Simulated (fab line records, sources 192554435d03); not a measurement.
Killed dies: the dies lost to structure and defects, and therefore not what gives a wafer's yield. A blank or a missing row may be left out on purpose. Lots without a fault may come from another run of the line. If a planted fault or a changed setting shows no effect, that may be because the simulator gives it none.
Which tool was responsible? | flow n5-finfet | 9 lots, 27 wafers sampled, at 5 steps of a route of 1938

## WHAT THE GAUGES READ, wafer by wafer
N5_BEOL_M4_RC_MEAS_101. Usual: DIBL_N 36.7 mV/V, standard deviation 1.8; DIBL_P 37.0 mV/V, standard deviation 2.4; IOFF_N 0.17 nA/um, standard deviation 0.036; IOFF_P 0.22 nA/um, standard deviation 0.042; ION_N 673 uA/um, standard deviation 12; ION_P 462 uA/um, standard deviation 8.5; SS_N 71.7 mV/dec, standard deviation 0.62; SS_P 73.4 mV/dec, standard deviation 0.65; VT_N 250 mV, standard deviation 3.7; VT_P -250 mV, standard deviation 3.7.
lot  | measured     | on        | DIBL_N (mV/V)  | DIBL_P (mV/V)  | IOFF_N (nA/um) | IOFF_P (nA/um) | ION_N (uA/um) | ION_P (uA/um) | SS_N (mV/dec)  | SS_P (mV/dec)  | VT_N (mV)   | VT_P (mV)      | flag
L585 | day 10 21:43 | prober-01 | 35.9 37.8      | 35.9 37.7      | 0.17 0.20      | 0.25 0.29      | 683 672       | 479 474       | 71.0 71.9      | 72.7 73.1      | 246 245     | -243 -243      |
L586 | day 10 23:26 | prober-01 | 36.1 34.9 35.9 | 37.0 35.6 35.9 | 0.14 0.12 0.13 | 0.20 0.18 0.19 | 658 649 659   | 454 449 455   | 70.6 71.2 71.2 | 73.7 73.3 73.3 | 254 256 251 | -250 -251 -254 |
L587 | day 10 21:11 | prober-02 | 36.3 37.2      | 37.3 36.4      | 0.16 0.16      | 0.23 0.21      | 687 689       | 471 470       | 71.8 71.9      | 73.4 73.1      | 249 248     | -250 -250      |
L589 | day 12 07:16 | prober-01 | 34.9 35.1 34.5 | 37.2 36.2 36.0 | 0.14 0.13 0.13 | 0.22 0.19 0.19 | 669 664 674   | 465 460 463   | 70.8 71.2 71.3 | 73.9 74.0 73.4 | 252 255 250 | -251 -253 -253 |
L592 | day 12 08:33 | prober-02 | 34.4 36.2 34.7 | 35.6 37.1 35.4 | 0.13 0.15 0.13 | 0.18 0.22 0.18 | 669 677 654   | 461 474 457   | 69.5 71.6 71.0 | 72.7 73.1 73.0 | 251 249 251 | -253 -247 -251 |
L595 | day 13 12:44 | prober-02 | 39.0 38.3 39.3 | 38.1 37.9 38.2 | 0.20 0.18 0.21 | 0.21 0.22 0.22 | 679 678 677   | 459 469 456   | 72.0 72.0 72.1 | 72.6 73.0 73.0 | 248 247 248 | -252 -251 -249 |
L597 | day 13 14:30 | prober-02 | 38.1 39.6 37.0 | 36.4 38.4 35.7 | 0.17 0.20 0.15 | 0.25 0.29 0.23 | 687 671 683   | 471 462 470   | 71.4 72.5 70.7 | 73.9 73.2 73.3 | 247 250 249 | -248 -247 -248 |
L598 | day 14 18:44 | prober-02 | 37.6 36.9 36.6 | 38.4 37.5 37.7 | 0.18 0.16 0.16 | 0.24 0.22 0.23 | 684 671 676   | 467 460 469   | 72.0 71.8 71.8 | 72.7 73.1 73.9 | 248 249 249 | -250 -254 -251 |
L599 | day 15 19:44 | prober-01 | 36.6 36.8 35.9 | 36.4 35.9 35.0 | 0.15 0.16 0.14 | 0.19 0.20 0.18 | 669 682 670   | 454 464 455   | 71.8 71.9 71.6 | 72.8 73.6 73.4 | 251 248 251 | -252 -253 -254 |

## WHAT TOOL EACH LOT RAN ON (gives the tool, then ch and the chambers of the sampled wafers, and finally the start)
lot  | N5_BEOL_M0_SAQP_ALD_48            | N5_BEOL_M0_CUTY_ETCH_63            | N5_BEOL_M0_STRIP_140               | N5_BEOL_M0_STRIP_104
L585 | ald-sin-02 ch 0,3, day 8 01:24    | rie-diel-02 ch 1,2, day 8 02:35    | rie-diel-02 ch 0,1,2, day 8 03:58  | rie-diel-02 ch 0,1,2, day 8 03:59
L586 | ald-sin-02 ch 1,2,3, day 8 01:54  | rie-diel-04 ch 1,2,3, day 8 03:05  | rie-diel-01 ch 0,2, day 8 03:57    | rie-diel-01 ch 0,2, day 8 03:58
L587 | ald-sin-01 ch 0,2,3, day 8 11:22  | rie-diel-04 ch 2,3, day 8 12:33    | rie-diel-04 ch 0,2, day 8 13:17    | rie-diel-04 ch 0,2, day 8 13:18
L589 | ald-sin-02 ch 0,1, day 9 07:51    | rie-diel-04 ch 0,2, day 9 09:10    | rie-diel-01 ch 0,2, day 9 10:34    | rie-diel-01 ch 0,2, day 9 10:35
L592 | ald-sin-02 ch 0,1,3, day 9 15:49  | rie-diel-01 ch 0,3, day 9 16:52    | rie-diel-04 ch 0,2,3, day 9 18:22  | rie-diel-04 ch 0,2,3, day 9 18:23
L595 | ald-sin-01 ch 1,3, day 10 07:52   | rie-diel-02 ch 1,2, day 10 10:47   | rie-diel-04 ch 0,2, day 10 11:45   | rie-diel-04 ch 0,2, day 10 11:46
L597 | ald-sin-01 ch 0,1,3, day 10 22:47 | rie-diel-02 ch 0,2, day 10 23:53   | rie-diel-04 ch 0,2, day 11 02:49   | rie-diel-04 ch 0,2, day 11 02:50
L598 | ald-sin-01 ch 0,1, day 11 09:54   | rie-diel-01 ch 0,1,3, day 11 11:20 | rie-diel-02 ch 0,3, day 11 14:43   | rie-diel-02 ch 0,3, day 11 14:44
L599 | ald-sin-01 ch 0,1,2, day 11 13:50 | rie-diel-04 ch 1,2,3, day 11 15:28 | rie-diel-02 ch 0,1,3, day 11 17:57 | rie-diel-02 ch 0,1,3, day 11 17:58
- N5_BEOL_M0_SAQP_ALD_48: deposits SiO2, target thk 20 nm, pulse time 1 s, co reactant pulse time 1 s.
- N5_BEOL_M0_CUTY_ETCH_63: etches SOC in N2/H2, target depth 82.7 nm, overetch 16.5 nm, time 124 s.
- N5_BEOL_M0_STRIP_140: strips in CF4.
- N5_BEOL_M0_STRIP_104: strips in N2/H2.

## AS READ BY THE TOOLS THEMSELVES (means over the sampled wafers that have a number; for cases with no such wafer, the mark the record gives instead)
N5_BEOL_M0_SAQP_ALD_48. Usual: heater-power-w 78 W, standard deviation 6.3; precursor-pulse-height-rel 0.998, standard deviation 0.02.
lot  | tool       | heater-power-w (W) | precursor-pulse-height-rel | flag
L585 | ald-sin-02 | 84                 | 0.983                      |
L586 | ald-sin-02 | 78                 | 0.984                      |
L587 | ald-sin-01 | 79                 | 0.987                      |
L589 | ald-sin-02 | 87                 | 0.976                      |
L592 | ald-sin-02 | 81                 | 0.996                      |
L595 | ald-sin-01 | 77                 | 1.002                      |
L597 | ald-sin-01 | 80                 | 1.012                      |
L598 | ald-sin-01 | 85                 | 0.999                      |
L599 | ald-sin-01 | 82                 | 0.991                      |

N5_BEOL_M0_CUTY_ETCH_63. Usual: drypump-motor-current-A 5.7 A, standard deviation 0.39; oes-product-au 0.64 a.u., standard deviation 0.064; rf-vpp-V 524.0 V, standard deviation 3; showerhead-plenum-p-Torr 2.55 Torr, standard deviation 0.11; throttle-valve-pct 17.80 %, standard deviation 0.2.
lot  | tool        | drypump-motor-current-A (A) | oes-product-au (a.u.) | rf-vpp-V (V) | showerhead-plenum-p-Torr (Torr) | throttle-valve-pct (%) | flag
L585 | rie-diel-02 | 5.8                         | 0.59                  | 519.8        | 2.42                            | 18.03                  |
L586 | rie-diel-04 | 6.0                         | 0.64                  | 523.5        | 2.54                            | 17.76                  |
L587 | rie-diel-04 | 5.8                         | 0.64                  | 522.7        | 2.52                            | 17.73                  |
L589 | rie-diel-04 | 5.8                         | 0.70                  | 523.9        | 2.55                            | 17.55                  |
L592 | rie-diel-01 | 4.9                         | 0.63                  | 524.4        | 2.57                            | 17.77                  |
L595 | rie-diel-02 | 5.8                         | 0.58                  | 521.4        | 2.41                            | 18.06                  |
L597 | rie-diel-02 | 5.7                         | 0.57                  | 521.1        | 2.44                            | 18.06                  |
L598 | rie-diel-01 | 5.0                         | 0.68                  | 525.0        | 2.56                            | 17.72                  |
L599 | rie-diel-04 | 6.0                         | 0.61                  | 523.9        | 2.53                            | 17.80                  |

N5_BEOL_M0_STRIP_140. Usual: value, then standard deviation, for each; bias-power-w 75.00 W / 0.22; cf4-flow-sccm 150.0 sccm / 0.47; drypump-motor-current-A 5.7 A / 0.36; oes-product-au 0.78 a.u. / 0.082; rf-vpp-V 271.3 V / 1.8; showerhead-plenum-p-Torr 1.80 Torr / 0.065; throttle-valve-pct 13.51 % / 0.22.
lot  | tool        | bias-power-w (W) | cf4-flow-sccm (sccm) | drypump-motor-current-A (A) | oes-product-au (a.u.) | rf-vpp-V (V) | showerhead-plenum-p-Torr (Torr) | throttle-valve-pct (%) | flag
L585 | rie-diel-02 | -                | -                    | -                           | -                     | -            | -                               | -                      | OFF
L586 | rie-diel-01 | -                | -                    | -                           | -                     | -            | -                               | -                      | OFF
L587 | rie-diel-04 | -                | -                    | -                           | -                     | -            | -                               | -                      | OFF
L589 | rie-diel-01 | 74.98            | 150.1                | 5.4                         | 0.76                  | 272.5        | 1.81                            | 13.58                  |
L592 | rie-diel-04 | 75.24            | 149.5                | 5.7                         | 0.81                  | 270.2        | 1.81                            | 13.42                  |
L595 | rie-diel-04 | 74.88            | 150.0                | 5.7                         | 0.85                  | 273.1        | 1.85                            | 13.37                  |
L597 | rie-diel-04 | 75.18            | 149.9                | 5.7                         | 0.85                  | 271.4        | 1.85                            | 13.38                  |
L598 | rie-diel-02 | 74.73            | 150.0                | 5.5                         | 0.86                  | 271.3        | 1.83                            | 13.25                  |
L599 | rie-diel-02 | 75.06            | 150.3                | 5.5                         | 0.78                  | 270.4        | 1.78                            | 13.42                  |

N5_BEOL_M0_STRIP_104. Usual: value, then standard deviation, for each; bias-power-w 7.002 W / 0.019; chamber-pressure-mTorr 20.00 mTorr / 0.034; drypump-motor-current-A 5.7 A / 0.36; oes-product-au 0.79 a.u. / 0.089; rf-vpp-V 59.0 V / 1.5; showerhead-plenum-p-Torr 2.55 Torr / 0.1; throttle-valve-pct 23.60 % / 0.27.
lot  | tool        | bias-power-w (W) | chamber-pressure-mTorr (mTorr) | drypump-motor-current-A (A) | oes-product-au (a.u.) | rf-vpp-V (V) | showerhead-plenum-p-Torr (Torr) | throttle-valve-pct (%) | flag
L585 | rie-diel-02 | 7.016            | 19.98                          | 5.6                         | 0.74                  | 58.4         | 2.46                            | 23.69                  |
L586 | rie-diel-01 | 7.001            | 20.02                          | 5.9                         | 0.84                  | 60.4         | 2.64                            | 23.75                  |
L587 | rie-diel-04 | 6.990            | 19.99                          | 5.7                         | 0.91                  | 59.9         | 2.64                            | 23.47                  |
L589 | rie-diel-01 | 6.991            | 20.01                          | 5.4                         | 0.77                  | 58.8         | 2.56                            | 23.73                  |
L592 | rie-diel-04 | 7.008            | 20.02                          | 5.8                         | 0.82                  | 60.7         | 2.57                            | 23.55                  |
L595 | rie-diel-04 | 7.010            | 20.00                          | 5.7                         | 0.87                  | 59.5         | 2.62                            | 23.50                  |
L597 | rie-diel-04 | 7.014            | 20.00                          | 5.7                         | 0.86                  | 58.4         | 2.62                            | 23.50                  |
L598 | rie-diel-02 | 7.003            | 19.97                          | 5.6                         | 0.87                  | 58.6         | 2.58                            | 23.41                  |
L599 | rie-diel-02 | 6.995            | 19.99                          | 5.5                         | 0.80                  | 59.2         | 2.52                            | 23.52                  |

## THE ANSWER, worked out from the rows above alone
Rule: a lot counts as off when the mean over its wafers that have a number is more than 3 standard deviations away from the usual mean. Also off: a lot with no number at a reading for which 4 or more lots have one. All remaining lots with rows at the step are treated as sound. After the gauges, taken in route order, come the tools' own readings; for these a lot's mean is taken, as printed above. The first step at which some lot is off is used, and at that step the reading that is off furthest; a lot without a number counts as furthest.
Off, at N5_BEOL_M0_STRIP_140 on bias-power-w: L585, L586, L587. Without a number there: L585, L586, L587.
A tool fits if, at that step or a process step before it, it ran every lot that is off, and no sound lot after the first of them. No candidate that was tried fits.

## WHAT WAS PUT IN BY THE SIMULATOR
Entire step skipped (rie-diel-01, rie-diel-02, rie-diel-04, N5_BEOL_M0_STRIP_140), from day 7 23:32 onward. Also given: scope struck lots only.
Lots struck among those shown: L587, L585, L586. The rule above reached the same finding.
